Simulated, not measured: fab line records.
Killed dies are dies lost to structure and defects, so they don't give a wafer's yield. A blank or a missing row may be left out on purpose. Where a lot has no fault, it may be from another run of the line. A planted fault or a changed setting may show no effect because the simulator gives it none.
fab line records -- flow nand-harc
[record] lots = 6, wafers = 18, last-day = 33
route steps=1302 shown A_STAIRCASE@774 END@1302
lots untouched by any fault: they come from a run of this same line in which no faults occurred
start-h: hours from the record's opening day to when the first of the lot's shown wafers began -- wait-h: how many hours have passed since the lot's step before this one -- " the same as in the row above -- L1.1+2: several wafers, shown together as one row -- - value missing, or start not given -- * or withheld: withheld -- < > ~ a bound
route shown NAME@n: NAME is a module with steps in the file, n the number in the route of the first one -- usual: the fault-free wafers' mean and standard deviation -- same: alike in all rows -- chamber/n: place in a boat -- sites: per-site readings -- _std_site: the values' standard deviation -- _edge_site: the outer-site mean with the inner-site mean subtracted -- radius-mm: for every site, how far away it sits from the centre of the wafer -- mask NAME#n: copy n -- behind: the tool/chamber that last shaped the wafer -- hold: reason for holding the lot/hours on hold/outcome of the hold -- device: whichever transistor did not switch (one of n, p or np) -- end of line: tests run on the same wafers once the route is complete -- a step without rows: its recipe alone -- killed: not the wafer's yield, but the dies lost to structure and defects at the first sort -- map: the dies of a wafer, with x for killed, . for not killed, _ for no die there
set.NAME: the setting that was run; set.NAME@STEP: the one run at that earlier step -- model.NAME: the simulator's own value behind a step, which no gauge read
lots seen at some steps along the route; tables by step, rows by wafer
services: the hour from which a tool's chamber was out of use, counted from the record's first day as start-h (under 0 if before that day), plus the number of hours and why
[[steps]]
[step NHARC_A_STAIRCASE_DEHYDRATE_260]
[recipe] temp-c = 150, time-s = 120
[step NHARC_A_STAIRCASE_HMDS_261]
[recipe] time-s = 30
[step NHARC_A_STAIRCASE_COAT_262]
[recipe] spin-rpm = 1200
[step NHARC_A_STAIRCASE_SOFTBAKE_263]
[recipe] temp-c = 135, time-s = 170
[step NHARC_A_STAIRCASE_EBR_264]
[step NHARC_A_STAIRCASE_EXPOSE_265]
[recipe] na = 0.5, dose-mj = 25.01, mask-id = CHOP_200
[step NHARC_A_STAIRCASE_PEB_266]
[recipe] peb-temp-c = 115, peb-time-s = 130
[step NHARC_A_STAIRCASE_DEVELOP_267]
[recipe] time-s = 140
[step NHARC_A_STAIRCASE_HARDBAKE_269]
[recipe] temp-c = 120, time-s = 140
[step NHARC_A_STAIRCASE_DESCUM_270]
[recipe] time-s = 3, o2-flow-sccm = 200, ar-flow-sccm = 0, bias-power-w = 0, chemistry = O2
[usual] drypump-motor-current-A = 5.7/0.35, oes-product-au = 1.000/0.011, rf-vpp-V = 57.9/0.95, showerhead-plenum-p-Torr = 1.92/0.098, throttle-valve-pct = 11.311/0.0098
lot.wafer,tool,chamber,start-h,wait-h,drypump-motor-current-A,oes-product-au,rf-hours-counter-h,rf-vpp-V,showerhead-plenum-p-Torr,throttle-valve-pct
L579.2,rie-diel-10,0,393.27,-,5.2,1.009,47,57.9,1.87,11.301
L579.4,rie-diel-10,1,393.27,-,6.0,0.993,44,55.9,1.80,11.319
L579.5,rie-diel-10,0,393.27,-,5.2,1.001,-,58.1,1.87,11.310
L581.2,rie-diel-08,0,396.56,-,5.8,0.985,7,58.0,2.00,11.315
L581.4,rie-diel-08,2,396.56,-,5.8,1.003,5,57.1,1.99,11.316
L581.6,rie-diel-08,0,396.56,-,5.8,0.990,-,59.9,2.00,11.316
L591.3,rie-diel-10,1,502.16,-,6.0,0.988,25,56.8,1.79,11.306
L591.2,rie-diel-10,2,502.16,-,5.1,0.993,28,57.0,1.91,11.310
L591.5,rie-diel-10,3,502.16,-,5.5,0.996,-,58.1,2.07,11.310
L592.4,rie-diel-10,2,522.13,-,5.1,0.984,32,58.1,1.90,11.302
L592.1,rie-diel-10,1,522.13,-,6.0,1.002,30,58.0,1.78,11.296
L592.6,rie-diel-10,2,522.13,-,5.1,0.998,-,58.6,1.90,11.310
L598.3,rie-diel-08,3,572.44,-,6.3,1.007,3,59.2,2.08,11.316
L598.1,rie-diel-08,0,572.44,-,5.8,1.010,3,58.6,1.98,11.302
L598.6,rie-diel-08,1,572.44,-,5.8,0.994,-,59.0,1.96,11.311
L600.4,rie-diel-08,0,587.23,-,5.9,1.009,5,57.1,1.98,11.323
L600.2,rie-diel-08,2,587.23,-,5.8,1.010,6,57.5,1.97,11.304
L600.5,rie-diel-08,3,587.23,-,6.3,1.009,-,58.9,2.07,11.311
[step NHARC_A_STAIRCASE_ETCH_271]
[recipe] cf4-flow-sccm = 100, chf3-flow-sccm = 30, ar-flow-sccm = 0, rf-w = 500, bias-w = 200, chemistry = CF4/CHF3
[usual] bias-w = 199.9/0.59, drypump-motor-current-A = 5.7/0.35, oes-product-au = 0.949/0.022, rf-vpp-V = 370.8/2.7, showerhead-plenum-p-Torr = 1.58/0.077, throttle-valve-pct = 16.803/0.0085
lot.wafer,tool,chamber,start-h,wait-h,bias-w,drypump-motor-current-A,oes-product-au,rf-hours-counter-h,rf-vpp-V,showerhead-plenum-p-Torr,throttle-valve-pct
L579.2,rie-diel-10,1,393.45,0.2,199.7,6.0,0.933,44,368.6,1.48,16.802
L579.4,rie-diel-10,2,393.45,0.2,199.8,5.1,0.925,48,370.5,1.58,16.804
L579.5,rie-diel-10,1,393.45,0.2,200.1,6.0,0.927,-,367.6,1.48,16.790
L581.4,rie-diel-08,3,396.69,0.1,198.5,6.3,0.954,6,367.4,1.47,16.796
L581.2,rie-diel-08,2,396.69,0.1,199.9,5.8,0.981,5,371.9,1.63,16.798
L581.6,rie-diel-08,0,396.69,0.1,199.6,5.8,0.944,-,371.6,1.64,16.777
L591.2,rie-diel-10,3,502.23,0.1,199.9,5.5,0.948,30,376.1,1.69,16.803
L591.3,rie-diel-10,0,502.23,0.1,199.5,5.2,0.961,27,368.8,1.53,16.811
L591.5,rie-diel-10,0,502.23,0.1,199.4,5.2,0.964,-,369.1,1.53,16.792
L592.4,rie-diel-10,2,522.22,0.1,200.5,5.1,0.955,32,371.2,1.57,16.813
L592.1,rie-diel-10,3,522.22,0.1,200.4,5.5,0.969,35,375.2,1.69,16.802
L592.6,rie-diel-10,3,522.22,0.1,200.3,5.5,0.968,-,374.9,1.69,16.800
L598.3,rie-diel-08,0,572.53,0.1,198.7,5.9,0.980,3,372.2,1.63,16.797
L598.1,rie-diel-08,1,572.53,0.1,199.5,5.8,0.946,2,372.3,1.61,16.802
L598.6,rie-diel-08,2,572.53,0.1,199.1,5.7,0.969,-,371.7,1.62,16.807
L600.4,rie-diel-08,1,587.32,0.1,200.2,5.9,0.929,5,371.6,1.61,16.795
L600.2,rie-diel-08,2,587.32,0.1,199.7,5.8,0.940,6,372.1,1.62,16.801
L600.5,rie-diel-08,3,587.32,0.1,199.0,6.3,0.932,-,374.7,1.70,16.816
[step NHARC_A_STAIRCASE_HM_OPEN_457]
[recipe] o2-flow-sccm = 400, cos-flow-sccm = 20, ar-flow-sccm = 0, rf-w = 500, bias-w = 300, chemistry = O2/COS
[usual] bias-w = 300.0/0.83, drypump-motor-current-A = 5.7/0.34, oes-product-au = 0.999/0.011, rf-vpp-V = 467/3.3, showerhead-plenum-p-Torr = 3.13/0.15, throttle-valve-pct = 28.329/0.0088
lot.wafer,tool,chamber,start-h,wait-h,bias-w,drypump-motor-current-A,oes-product-au,rf-hours-counter-h,rf-vpp-V,showerhead-plenum-p-Torr,throttle-valve-pct
L579.2,rie-diel-10,3,393.67,-,301.3,5.5,1.003,51,462,2.89,28.326
L579.4,rie-diel-10,2,393.67,-,299.3,5.1,0.996,48,467,3.13,28.324
L579.5,rie-diel-10,0,393.67,-,299.4,5.2,1.004,-,465,3.05,28.330
L581.4,rie-diel-08,1,396.84,-,300.4,5.9,1.000,8,468,3.22,28.324
L581.2,rie-diel-08,2,396.84,-,299.9,5.8,1.012,5,471,3.24,28.335
L581.6,rie-diel-08,1,396.84,-,300.7,5.8,0.998,-,469,3.22,28.318
L591.3,rie-diel-10,0,502.35,-,299.1,5.2,1.003,27,466,3.03,28.337
L591.2,rie-diel-10,2,502.35,-,300.0,5.1,0.863,28,468,3.11,28.317
L591.5,rie-diel-10,1,502.35,-,299.4,6.0,1.001,-,463,2.92,28.345
L592.1,rie-diel-10,3,522.33,-,301.0,5.5,0.995,36,471,3.35,28.334
L592.4,rie-diel-10,1,522.33,-,299.6,6.0,0.846,30,462,2.92,28.327
L592.6,rie-diel-10,3,522.33,-,300.3,5.5,0.993,-,472,3.35,28.333
L598.3,rie-diel-08,1,572.68,-,299.4,5.9,0.988,2,468,3.20,28.324
L598.1,rie-diel-08,2,572.68,-,300.8,5.8,1.013,2,469,3.21,28.335
L598.6,rie-diel-08,1,572.68,-,299.7,5.9,0.990,-,468,3.20,28.335
L600.4,rie-diel-08,3,587.45,-,299.5,6.3,1.005,6,471,3.37,28.326
L600.2,rie-diel-08,0,587.45,-,299.8,5.9,1.002,5,470,3.23,28.321
L600.5,rie-diel-08,2,587.45,-,300.2,5.8,1.010,-,469,3.21,28.319
[step NHARC_A_STAIRCASE_STRIP_458]
[recipe] o2-flow-sccm = 400, cos-flow-sccm = 20, ar-flow-sccm = 0, bias-w = 0, chemistry = O2/COS
[step NHARC_END_SORT_01]
[recipe] temp-c = 25
[usual] killed-at-array = 59/16, killed-at-other = 0.8/1.1, killed-at-periphery = 3.6/2.4, killed-dies = 64/16, killed-open = 3.4/1.8, killed-short = 2.5/1.6
[same] gross-dies = 677
lot.wafer,tool,chamber,start-h,wait-h,hold,killed-at-array,killed-at-other,killed-at-periphery,killed-dies,killed-open,killed-short
L579.2,prober-01,0,581.51,2.8,-,67,2,3,72,7,3
L579.4,prober-01,0,583.12,3.4,-,62,0,1,63,4,3
L579.5,prober-01,0,583.93,3.7,-,88,0,2,90,6,6
L581.2,prober-02,0,589.32,2.8,-,74,0,2,76,4,3
L581.4,prober-02,0,590.92,3.4,-,81,0,1,82,4,4
L581.6,prober-02,0,592.51,4.0,-,68,0,2,70,2,3
L591.2,prober-02,0,683.13,2.8,await-dispo/1.9h/release,671,1,5,677,3,4
L591.3,prober-02,0,683.92,3.1,await-dispo/1.9h/release,50,2,5,57,0,4
L591.5,prober-02,0,685.49,3.7,await-dispo/1.9h/release,40,0,5,45,1,2
L592.1,prober-01,0,708.60,2.5,await-dispo/3.7h/release,38,0,6,44,0,0
L592.4,prober-01,0,711.02,3.4,await-dispo/3.7h/release,669,0,8,677,1,1
L592.6,prober-01,0,712.64,4.0,await-dispo/3.7h/release,51,0,10,61,2,4
L598.1,prober-01,0,763.49,2.5,-,73,0,3,76,3,2
L598.3,prober-01,0,765.06,3.1,-,80,0,1,81,3,4
L598.6,prober-01,0,767.43,3.9,-,71,0,0,71,3,3
L600.2,prober-01,0,780.24,2.8,-,58,0,2,60,5,2
L600.4,prober-01,0,781.86,3.4,-,75,0,4,79,7,1
L600.5,prober-01,0,782.67,3.7,-,65,0,2,67,3,3
// killed by level:class
L579.2 A_CHANNEL_HOLE_D2:chamber-film-flake=27 A_CHANNEL_HOLE_D1:chamber-film-flake=22 A_STAIRCASE:chamber-film-flake=5 A_CONTACT:chamber-film-flake=3 A_ONON_D2:geometric-particle:open=2 A_BLC:geometric-particle:open=2 A_DECK1_JOINT:chamber-film-flake=2 THIN_TSV:chamber-film-flake=2
L579.4 A_CHANNEL_HOLE_D1:chamber-film-flake=24 A_CHANNEL_HOLE_D2:chamber-film-flake=22 A_CONTACT:chamber-film-flake=4 A_CHANNEL_FILL_D1:chamber-film-flake=3 A_CHANNEL_FILL_D1:geometric-particle:short=2 A_STAIRCASE:chamber-film-flake=2 P_CONTACT:geometric-particle:open=1 A_DECK1_JOINT:geometric-particle:open=1
L579.5 A_CHANNEL_HOLE_D1:chamber-film-flake=36 A_CHANNEL_HOLE_D2:chamber-film-flake=34 A_CONTACT:chamber-film-flake=5 A_WL_FILL:geometric-particle:short=2 A_WL_FILL:geometric-particle:open=2 A_CHANNEL_FILL_D1:chamber-film-flake=2 P_STI:geometric-particle:open=1 P_CONTACT:geometric-particle:short=1
L581.2 A_CHANNEL_HOLE_D2:chamber-film-flake=30 A_SLIT:chamber-film-flake=21 A_STAIRCASE:chamber-film-flake=9 A_M0:chamber-film-flake=4 A_CHANNEL_FILL_D1:geometric-particle:short=2 A_CONTACT:chamber-film-flake=2 A_ONON_D1:geometric-particle:open=1 A_DECK1_JOINT:geometric-particle:open=1
L581.4 A_SLIT:chamber-film-flake=30 A_CHANNEL_HOLE_D2:chamber-film-flake=28 A_STAIRCASE:chamber-film-flake=7 A_M0:chamber-film-flake=4 A_CHANNEL_HOLE_D1:chamber-film-flake=2 A_CONTACT:chamber-film-flake=2 P_GATE:geometric-particle:open=1 A_ONON_D1:geometric-particle:short=1
L581.6 A_CHANNEL_HOLE_D2:chamber-film-flake=31 A_SLIT:chamber-film-flake=16 A_STAIRCASE:chamber-film-flake=10 A_CONTACT:chamber-film-flake=4 A_CHANNEL_HOLE_D1:chamber-film-flake=2 P_M1:geometric-particle:open=1 A_CHANNEL_FILL_D1:geometric-particle:short=1 A_ONON_D2:geometric-particle:short=1
L591.2 A_STAIRCASE:area-open=622 A_SLIT:chamber-film-flake=31 A_CHANNEL_HOLE_D1:chamber-film-flake=7 A_WL_FILL:geometric-particle:short=3 P_STI:chamber-film-flake=3 A_CONTACT:chamber-film-flake=3 P_M0:geometric-particle:open=1 A_ONON_D1:geometric-particle:open=1
L591.3 A_SLIT:chamber-film-flake=30 A_CHANNEL_HOLE_D1:chamber-film-flake=9 A_CONTACT:chamber-film-flake=6 P_STI:chamber-film-flake=4 A_WL_FILL:geometric-particle:short=2 A_ONON_D1:geometric-particle:short=1 A_ONON_D2:geometric-particle:short=1 P_M1:chamber-film-flake=1
L591.5 A_SLIT:chamber-film-flake=27 A_CHANNEL_HOLE_D1:chamber-film-flake=8 P_STI:chamber-film-flake=4 A_WL_FILL:geometric-particle:short=2 P_M0:geometric-particle:open=1 A_CHANNEL_FILL_D1:chamber-film-flake=1 A_DECK1_JOINT:chamber-film-flake=1 A_STAIRCASE:chamber-film-flake=1
L592.1 A_CHANNEL_HOLE_D2:chamber-film-flake=22 A_CHANNEL_HOLE_D1:chamber-film-flake=10 P_CONTACT:chamber-film-flake=5 A_CHANNEL_FILL_D2:chamber-film-flake=2 A_BONDPAD:chamber-film-flake=2 P_ZERO_WELL:chamber-film-flake=1 A_STAIRCASE:chamber-film-flake=1 A_SLIT:chamber-film-flake=1
L592.4 A_STAIRCASE:area-open=625 A_CHANNEL_HOLE_D1:chamber-film-flake=14 A_CHANNEL_HOLE_D2:chamber-film-flake=14 A_CHANNEL_FILL_D2:chamber-film-flake=5 P_STI:chamber-film-flake=4 A_STAIRCASE:chamber-film-flake=4 P_CONTACT:chamber-film-flake=3 A_WL_FILL:chamber-film-flake=2
L592.6 A_CHANNEL_HOLE_D2:chamber-film-flake=23 P_CONTACT:chamber-film-flake=7 A_CHANNEL_HOLE_D1:chamber-film-flake=7 A_SLIT:chamber-film-flake=7 A_CHANNEL_FILL_D2:chamber-film-flake=4 A_CHANNEL_HOLE_D2:geometric-particle:short=2 P_STI:chamber-film-flake=2 A_WL_FILL:chamber-film-flake=2
L598.1 A_CHANNEL_HOLE_D2:chamber-film-flake=27 A_CHANNEL_HOLE_D1:chamber-film-flake=20 A_STAIRCASE:chamber-film-flake=9 A_SLIT:chamber-film-flake=7 A_CONTACT:chamber-film-flake=6 A_DECK1_JOINT:geometric-particle:open=2 P_M0:geometric-particle:open=1 P_M2:geometric-particle:short=1
L598.3 A_CHANNEL_HOLE_D2:chamber-film-flake=28 A_CHANNEL_HOLE_D1:chamber-film-flake=20 A_SLIT:chamber-film-flake=8 A_STAIRCASE:chamber-film-flake=6 A_WL_FILL:chamber-film-flake=5 A_CONTACT:chamber-film-flake=4 A_M1:geometric-particle:open=2 A_ONON_D1:geometric-particle:short=1
L598.6 A_CHANNEL_HOLE_D2:chamber-film-flake=25 A_CHANNEL_HOLE_D1:chamber-film-flake=14 A_STAIRCASE:chamber-film-flake=9 A_CONTACT:chamber-film-flake=8 A_WL_FILL:chamber-film-flake=5 A_SLIT:chamber-film-flake=2 A_CHANNEL_HOLE_D1:geometric-particle:short=1 A_CHANNEL_FILL_D2:geometric-particle:short=1
L600.2 A_CHANNEL_HOLE_D2:chamber-film-flake=24 A_CHANNEL_HOLE_D1:chamber-film-flake=11 A_CONTACT:chamber-film-flake=6 A_SLIT:chamber-film-flake=4 A_STAIRCASE:chamber-film-flake=3 A_M1:chamber-film-flake=3 A_CHANNEL_FILL_D2:chamber-film-flake=2 P_CONTACT:geometric-particle:open=1
L600.4 A_CHANNEL_HOLE_D2:chamber-film-flake=30 A_CONTACT:chamber-film-flake=10 A_CHANNEL_HOLE_D1:chamber-film-flake=9 A_STAIRCASE:chamber-film-flake=7 A_SLIT:chamber-film-flake=6 A_M1:chamber-film-flake=6 P_STI:geometric-particle:open=1 P_M0:geometric-particle:open=1
L600.5 A_CHANNEL_HOLE_D2:chamber-film-flake=23 A_CHANNEL_HOLE_D1:chamber-film-flake=13 A_CONTACT:chamber-film-flake=10 A_SLIT:chamber-film-flake=8 A_STAIRCASE:chamber-film-flake=6 P_CONTACT:geometric-particle:short=1 P_M0:geometric-particle:open=1 A_ONON_D1:geometric-particle:short=1
// map L591.2 (x killed, . not)
____________x____________
_________xxxxxxx_________
_______xxxxxxxxxxx_______
______xxxxxxxxxxxxx______
_____xxxxxxxxxxxxxxx_____
____xxxxxxxxxxxxxxxxx____
____xxxxxxxxxxxxxxxxx____
___xxxxxxxxxxxxxxxxxxx___
___xxxxxxxxxxxxxxxxxxx___
__xxxxxxxxxxxxxxxxxxxxx__
__xxxxxxxxxxxxxxxxxxxxx__
_xxxxxxxxxxxxxxxxxxxxxxx_
_xxxxxxxxxxxxxxxxxxxxxxx_
_xxxxxxxxxxxxxxxxxxxxxxx_
_xxxxxxxxxxxxxxxxxxxxxxx_
_xxxxxxxxxxxxxxxxxxxxxxx_
xxxxxxxxxxxxxxxxxxxxxxxxx
xxxxxxxxxxxxxxxxxxxxxxxxx
xxxxxxxxxxxxxxxxxxxxxxxxx
xxxxxxxxxxxxxxxxxxxxxxxxx
xxxxxxxxxxxxxxxxxxxxxxxxx
_xxxxxxxxxxxxxxxxxxxxxxx_
_xxxxxxxxxxxxxxxxxxxxxxx_
_xxxxxxxxxxxxxxxxxxxxxxx_
_xxxxxxxxxxxxxxxxxxxxxxx_
_xxxxxxxxxxxxxxxxxxxxxxx_
__xxxxxxxxxxxxxxxxxxxxx__
__xxxxxxxxxxxxxxxxxxxxx__
___xxxxxxxxxxxxxxxxxxx___
___xxxxxxxxxxxxxxxxxxx___
____xxxxxxxxxxxxxxxxx____
____xxxxxxxxxxxxxxxxx____
_____xxxxxxxxxxxxxxx_____
______xxxxxxxxxxxxx______
_______xxxxxxxxxxx_______
_________xxxxxxx_________
____________x____________
// map L592.4 (x killed, . not)
____________x____________
_________xxxxxxx_________
_______xxxxxxxxxxx_______
______xxxxxxxxxxxxx______
_____xxxxxxxxxxxxxxx_____
____xxxxxxxxxxxxxxxxx____
____xxxxxxxxxxxxxxxxx____
___xxxxxxxxxxxxxxxxxxx___
___xxxxxxxxxxxxxxxxxxx___
__xxxxxxxxxxxxxxxxxxxxx__
__xxxxxxxxxxxxxxxxxxxxx__
_xxxxxxxxxxxxxxxxxxxxxxx_
_xxxxxxxxxxxxxxxxxxxxxxx_
_xxxxxxxxxxxxxxxxxxxxxxx_
_xxxxxxxxxxxxxxxxxxxxxxx_
_xxxxxxxxxxxxxxxxxxxxxxx_
xxxxxxxxxxxxxxxxxxxxxxxxx
xxxxxxxxxxxxxxxxxxxxxxxxx
xxxxxxxxxxxxxxxxxxxxxxxxx
xxxxxxxxxxxxxxxxxxxxxxxxx
xxxxxxxxxxxxxxxxxxxxxxxxx
_xxxxxxxxxxxxxxxxxxxxxxx_
_xxxxxxxxxxxxxxxxxxxxxxx_
_xxxxxxxxxxxxxxxxxxxxxxx_
_xxxxxxxxxxxxxxxxxxxxxxx_
_xxxxxxxxxxxxxxxxxxxxxxx_
__xxxxxxxxxxxxxxxxxxxxx__
__xxxxxxxxxxxxxxxxxxxxx__
___xxxxxxxxxxxxxxxxxxx___
___xxxxxxxxxxxxxxxxxxx___
____xxxxxxxxxxxxxxxxx____
____xxxxxxxxxxxxxxxxx____
_____xxxxxxxxxxxxxxx_____
______xxxxxxxxxxxxx______
_______xxxxxxxxxxx_______
_________xxxxxxx_________
____________x____________
[[services]]
tool,chamber,start-h,hours,kind
rie-diel-08,-,371.69,9.0,pm
rie-diel-08,0,371.69,9.0,vent-cycle
rie-diel-08,1,371.69,9.0,vent-cycle
rie-diel-08,2,371.69,9.0,vent-cycle
rie-diel-08,3,371.69,9.0,vent-cycle
rie-diel-10,0,374.81,-,clean
rie-diel-10,1,374.81,-,clean
rie-diel-10,2,374.81,-,clean
rie-diel-10,3,374.81,-,clean
rie-diel-08,0,380.69,-,clean
rie-diel-08,1,380.69,-,clean
rie-diel-08,2,380.69,-,clean
rie-diel-08,3,380.69,-,clean
rie-diel-08,2,382.30,3.3,repair
rie-diel-10,0,399.32,-,clean
rie-diel-10,1,399.32,-,clean
rie-diel-10,2,399.32,-,clean
rie-diel-10,3,399.32,-,clean
rie-diel-08,0,407.36,-,clean
rie-diel-08,1,407.36,-,clean
rie-diel-08,2,407.36,-,clean
rie-diel-08,3,407.36,-,clean
rie-diel-10,-,419.94,9.0,pm
rie-diel-08,-,549.09,9.0,pm
[[key]]
[first-sign] step = NHARC_A_STAIRCASE_HM_OPEN_457, reading = oes-product-au, direction = down, sigmas = 13, usual = 0.999, struck = 0.854
[effect] step = NHARC_END_SORT_01, reading = killed-dies, direction = up, sigmas = 39, usual = 64, struck = 677
[more-kills-born-at] NHARC_A_STAIRCASE_HM_OPEN_457@rie-diel-10 = 1247
met-at NHARC_A_STAIRCASE_HM_OPEN_457
struck-wafers L591.2,L592.4
later-rows-left-out L591.2,L592.4
tester-left-out L591,L592
onset-between 393.67 502.35
[fault] kind = process-parameter-drift, tool = rie-diel-10, chamber = -, onset-h = 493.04, steps = NHARC_A_STAIRCASE_HM_OPEN_457, channel = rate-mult, offset = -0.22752, shape = step, end-h = 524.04, scope = struck-wafers-only
// tester-left-out: of these lots the tester's yield and bins aren't shown, on N5 and GAA mostly nor the transistor test; their killed dies are dies lost to structure and defects alone, not to doping, threshold or leakage, so they don't give the yield
// later-rows-left-out: the simulator's readings of these wafers behind a module that went badly wrong aren't trusted and aren't shown, but for the sort
